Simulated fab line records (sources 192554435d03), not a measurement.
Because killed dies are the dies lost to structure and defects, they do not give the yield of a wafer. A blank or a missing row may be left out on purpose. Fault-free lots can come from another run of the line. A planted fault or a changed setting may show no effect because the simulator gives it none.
Lot-split experiment | flow n5 finfet | 21 wafers read across 7 lots, on a route 1938 steps long

ABOUT THE SPLIT
At N5_DUMMY_GATE_COAT_34 (time 60 s, resist thk 60 nm), the setting spin rpm was moved away from the recipe's 1500 rpm on 5 of the 21 wafers read, by -4.9% to +9.5%. For the rest of the wafers, this setting stayed at what the recipe calls for.

FROM THE SPLIT TO THE READING: what the file shows between them, 10 steps
- N5_DUMMY_GATE_EXPOSE_12: exposes mask GATE, target cd 25 nm (also split here: dose mj)
- N5_DUMMY_GATE_PEB_13: peb time 60 s
- N5_DUMMY_GATE_DEVELOP_14: develop time 30 s
- N5_DUMMY_GATE_CD_MEAS_15: target cd 25.8 nm
- N5_DUMMY_GATE_ETCH_29: etches underlayer in N2/H2, target depth 13 nm
- N5_DUMMY_GATE_ETCH_36: etches SiARC in CF4, target depth 13 nm
- N5_DUMMY_GATE_ETCH_37: etches SOC in N2/H2, target depth 60 nm, overetch 30 nm
- N5_DUMMY_GATE_STRIP_38: strips in N2/H2
- N5_DUMMY_GATE_STRIP_39: strips in N2/H2
- N5_DUMMY_GATE_STRIP_40: strips in CF4

THE READING
SOC_of_DUMMY_GATE_COAT_34.thk nm (the simulator's own value, which no gauge read), in nm, at N5_DUMMY_GATE_ETCH_31 (etches SiO2 in C4F6/O2, target depth 82.5 nm, time 27.5 s). No usual value for it is given in the file. Here, 16 wafers ran the recipe; their average is 51.9 nm with a standard deviation of 0.16 nm.

wafer  | tool, chamber at the split | spin rpm as run, rpm | against the recipe | SOC_of_DUMMY_GATE_COAT_34.thk nm, nm | against lot-mates on the recipe
L077.1 | litho track-04, 0          | 1500                 | recipe             | 51.8                                 | -
L077.6 | litho track-04, 0          | 1500                 | recipe             | 51.8                                 | -
L077.5 | litho track-04, 0          | 1500                 | recipe             | 52                                   | -
L079.1 | litho track-02, 0          | 1500                 | recipe             | 52                                   | -
L079.4 | litho track-02, 0          | 1500                 | recipe             | 52                                   | -
L079.3 | litho track-02, 0          | 1500                 | recipe             | 51.8                                 | -
L082.1 | litho track-02, 0          | 1436                 | -4.3%              | 53.2                                 | +1.3
L082.3 | litho track-02, 0          | 1500                 | recipe             | 52                                   | -
L082.6 | litho track-02, 0          | 1500                 | recipe             | 51.8                                 | -
L083.1 | litho track-03, 0          | 1500                 | recipe             | 52                                   | -
L083.4 | litho track-03, 0          | 1426                 | -4.9%              | 53.6                                 | +1.7
L083.5 | litho track-03, 0          | 1500                 | recipe             | 51.8                                 | -
L086.1 | litho track-04, 0          | 1500                 | recipe             | 51.6                                 | -
L086.3 | litho track-04, 0          | 1500                 | recipe             | 51.6                                 | -
L086.2 | litho track-04, 0          | 1500                 | recipe             | 52                                   | -
L091.1 | litho track-03, 0          | 1565                 | +4.3%              | 50.8                                 | -1.4
L091.2 | litho track-03, 0          | 1565                 | +4.3%              | 50.4                                 | -1.8
L091.5 | litho track-03, 0          | 1500                 | recipe             | 52.2                                 | -
L095.3 | litho track-02, 0          | 1642                 | +9.5%              | 48.8                                 | -3.1
L095.4 | litho track-02, 0          | 1500                 | recipe             | 52                                   | -
L095.5 | litho track-02, 0          | 1500                 | recipe             | 51.8                                 | -

FIT RESULTS
A straight line over all 21 wafers: SOC_of_DUMMY_GATE_COAT_34.thk nm changes by -0.321 nm for each +1% of spin rpm; r = -0.99; the points scatter about the line by 0.17 nm.
The same after taking each lot's own level away (the mean of its wafers on the recipe; 21 wafers): -0.336 nm for each +1%; r = -0.99; scatter 0.14 nm.
That fit puts the effect of the largest move of spin rpm on the reading at 3.2 nm.
From 51.73 to 52.20 nm: that is the span of the lots' own levels, equal to 3.0 times the standard deviation above.
The two slopes agree, so the slope changes little with the lot-to-lot level.
Check: with one of the wafers moved furthest among these (+9.5%) left out of the fit, the line predicts -3.31 nm for it against its lot-mates. Against them it came out at -3.1 nm.

THE OTHER SPLITS THESE WAFERS WENT THROUGH
Other splits were also applied to these wafers ahead of the reading. Each is held against what the fit with the lots' levels taken away leaves over:
other split on the same wafers  | wafers away from the commonest value | r with SOC_of_DUMMY_GATE_COAT_34.thk nm (lot level and that fit taken away)
N5_WELL_APT_EXPOSE_05 dose mj   | 7                                    | +0.23
N5_WELL_APT_DESCUM_13 time s    | 8                                    | +0.34
N5_FIN_SAQP_PECVD_06 time s     | 8                                    | -0.22
N5_FIN_SAQP_EXPOSE_13 dose mj   | 9                                    | -0.10
N5_DUMMY_GATE_EXPOSE_12 dose mj | 5                                    | +0.29

THE WHOLE CHAIN: every reading that the file lists as answering this split, in the file's order
step                  | what it does                                              | reading                                                                           | change (the file's fit)               | r (the file's)
N5_DUMMY_GATE_COAT_34 | time 60 s, resist thk 60 nm                               | SOC_of_DUMMY_GATE_COAT_34.thk nm (the simulator's own value, which no gauge read) | -0.296 nm for each +1% of the setting | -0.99
N5_DUMMY_GATE_ETCH_37 | etches SOC in N2/H2, target depth 60 nm, overetch 30 nm   | etch.depth nm (the simulator's own value, which no gauge read)                    | -0.301 nm for each +1% of the setting | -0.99
N5_DUMMY_GATE_ETCH_31 | etches SiO2 in C4F6/O2, target depth 82.5 nm, time 27.5 s | SOC_of_DUMMY_GATE_COAT_34.thk nm (the simulator's own value, which no gauge read) | -0.333 nm for each +1% of the setting | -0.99

THE FILE'S OWN FIT
SOC_of_DUMMY_GATE_COAT_34.thk nm changes by -0.333 nm for each +1% of spin rpm, r = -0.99.
